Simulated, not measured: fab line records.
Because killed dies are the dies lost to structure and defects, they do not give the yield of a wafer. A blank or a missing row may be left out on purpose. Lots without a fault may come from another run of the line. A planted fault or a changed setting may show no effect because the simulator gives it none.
Chamber matching || flow n5 finfet || ald sin-01 running N5_MOL_CONTACT_COAG_ALD_133: 4 sister chambers
The step deposits SiO2, target thk 5 nm, pulse time 1 s, co reactant pulse time 1 s. 8 wafers are shown with their chamber, then 10 later ones without.

== WAFERS WITH THEIR CHAMBER ==
{"wafer": "L079.4", "chamber": 2, "heater power w (W)": 78, "precursor pulse height rel": 0.983}
{"wafer": "L084.1", "chamber": 1, "heater power w (W)": 72, "precursor pulse height rel": 0.981}
{"wafer": "L084.5", "chamber": 3, "heater power w (W)": 72, "precursor pulse height rel": 0.980}
{"wafer": "L086.1", "chamber": 0, "heater power w (W)": 86, "precursor pulse height rel": 1.013}
{"wafer": "L086.4", "chamber": 3, "heater power w (W)": 74, "precursor pulse height rel": 1.021}
{"wafer": "L086.5", "chamber": 2, "heater power w (W)": 80, "precursor pulse height rel": 1.058}
{"wafer": "L088.1", "chamber": 1, "heater power w (W)": 73, "precursor pulse height rel": 1.007}
{"wafer": "L088.2", "chamber": 0, "heater power w (W)": 84, "precursor pulse height rel": 0.961}

== WAFERS WITH NO CHAMBER GIVEN ==
{"wafer": "L088.4", "heater power w (W)": 72, "precursor pulse height rel": 1.023}
{"wafer": "L092.3", "heater power w (W)": 73, "precursor pulse height rel": 1.001}
{"wafer": "L092.5", "heater power w (W)": 80, "precursor pulse height rel": 1.043}
{"wafer": "L092.6", "heater power w (W)": 73, "precursor pulse height rel": 1.013}
{"wafer": "L093.4", "heater power w (W)": 86, "precursor pulse height rel": 0.988}
{"wafer": "L093.5", "heater power w (W)": 79, "precursor pulse height rel": 0.995}
{"wafer": "L093.6", "heater power w (W)": 74, "precursor pulse height rel": 0.968}
{"wafer": "L094.2", "heater power w (W)": 78, "precursor pulse height rel": 1.016}
{"wafer": "L094.4", "heater power w (W)": 72, "precursor pulse height rel": 1.002}
{"wafer": "L094.5", "heater power w (W)": 72, "precursor pulse height rel": 1.016}

== EACH ONE'S CHAMBER ==
{"wafer": "L088.4", "from the rows above": "can't be placed: 1 or 3", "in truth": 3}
{"wafer": "L092.3", "from the rows above": "can't be placed: 3 or 1", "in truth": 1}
{"wafer": "L092.5", "from the rows above": 2, "in truth": 2}
{"wafer": "L092.6", "from the rows above": "can't be placed: 3 or 1", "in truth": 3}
{"wafer": "L093.4", "from the rows above": 0, "in truth": 0}
{"wafer": "L093.5", "from the rows above": 2, "in truth": 2}
{"wafer": "L093.6", "from the rows above": "can't be placed: 3 or 1", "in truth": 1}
{"wafer": "L094.2", "from the rows above": 2, "in truth": 2}
{"wafer": "L094.4", "from the rows above": "can't be placed: 1 or 3", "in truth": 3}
{"wafer": "L094.5", "from the rows above": "can't be placed: 1 or 3", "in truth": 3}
Correctly placed: 4 of 10. Cannot be placed on the basis of these rows: 6; the candidates contain the true chamber in 6. Number placed wrongly: 0.
How it was worked out, from the rows above alone: a wafer's distance from a chamber is the root of the sum, over the readings, of the square of ((its reading less the chamber's mean) divided by the reading's scatter). If the next closest chamber is less than 2 further off than the closest, the wafer can't be placed; otherwise it belongs to the closest. Each chamber's mean is taken over the wafers shown for it. The scatter: take each reading less its chamber's mean, square it, sum over the shown wafers, divide by the number of wafers less the number of chambers, and take the root.
